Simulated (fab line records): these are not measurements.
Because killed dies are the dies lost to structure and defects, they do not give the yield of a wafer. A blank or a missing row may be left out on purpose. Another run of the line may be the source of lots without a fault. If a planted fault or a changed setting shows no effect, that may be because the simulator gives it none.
Chamber matching || flow n5-finfet || N5_SD_EPI_P_ETCH_16 on rie-diel-02: 4 sister chambers
The step etches SiO2 in CHF3/O2, target depth 5 nm. 4 wafers are shown with their chamber, then 9 later ones without.

## WAFERS, EACH WITH ITS CHAMBER
{"wafer": "L085.5", "chamber": 0, "throttle-valve-pct (%)": 19.3}
{"wafer": "L086.2", "chamber": 3, "throttle-valve-pct (%)": 19.5}
{"wafer": "L088.3", "chamber": 1, "throttle-valve-pct (%)": 18.5}
{"wafer": "L088.5", "chamber": 2, "throttle-valve-pct (%)": 18.6}

## WAFERS WITHOUT THEIR CHAMBER
{"wafer": "L089.2", "throttle-valve-pct (%)": 19.3}
{"wafer": "L089.4", "throttle-valve-pct (%)": 19.5}
{"wafer": "L089.6", "throttle-valve-pct (%)": 19.5}
{"wafer": "L091.2", "throttle-valve-pct (%)": 18.7}
{"wafer": "L091.4", "throttle-valve-pct (%)": 19.5}
{"wafer": "L091.6", "throttle-valve-pct (%)": 19.3}
{"wafer": "L096.1", "throttle-valve-pct (%)": 18.7}
{"wafer": "L096.2", "throttle-valve-pct (%)": 18.5}
{"wafer": "L096.3", "throttle-valve-pct (%)": 19.3}

## THE CHAMBER EACH PASSED THROUGH
{"wafer": "L089.2", "from the rows above": 0, "in truth": 0}
{"wafer": "L089.4", "from the rows above": 3, "in truth": 3}
{"wafer": "L089.6", "from the rows above": 3, "in truth": 3}
{"wafer": "L091.2", "from the rows above": 2, "in truth": 2}
{"wafer": "L091.4", "from the rows above": 3, "in truth": 3}
{"wafer": "L091.6", "from the rows above": 0, "in truth": 0}
{"wafer": "L096.1", "from the rows above": 2, "in truth": 2}
{"wafer": "L096.2", "from the rows above": 1, "in truth": 1}
{"wafer": "L096.3", "from the rows above": 0, "in truth": 0}
9 of 9 placed correctly. Left unplaced by these rows: 0. Placed wrongly: 0.
How it was worked out, from the rows above alone: a wafer's distance from a chamber is the root of the sum, over the readings, of the square of ((its reading less the chamber's mean) divided by the reading's scatter). The wafer belongs to the nearest chamber; if the next one is less than 2 further off, it can't be placed. Each chamber's mean is taken over the wafers shown for it. The scatter: with one shown wafer a chamber, the root of the mean of the squares of how far each hidden wafer lies from its nearest shown one.
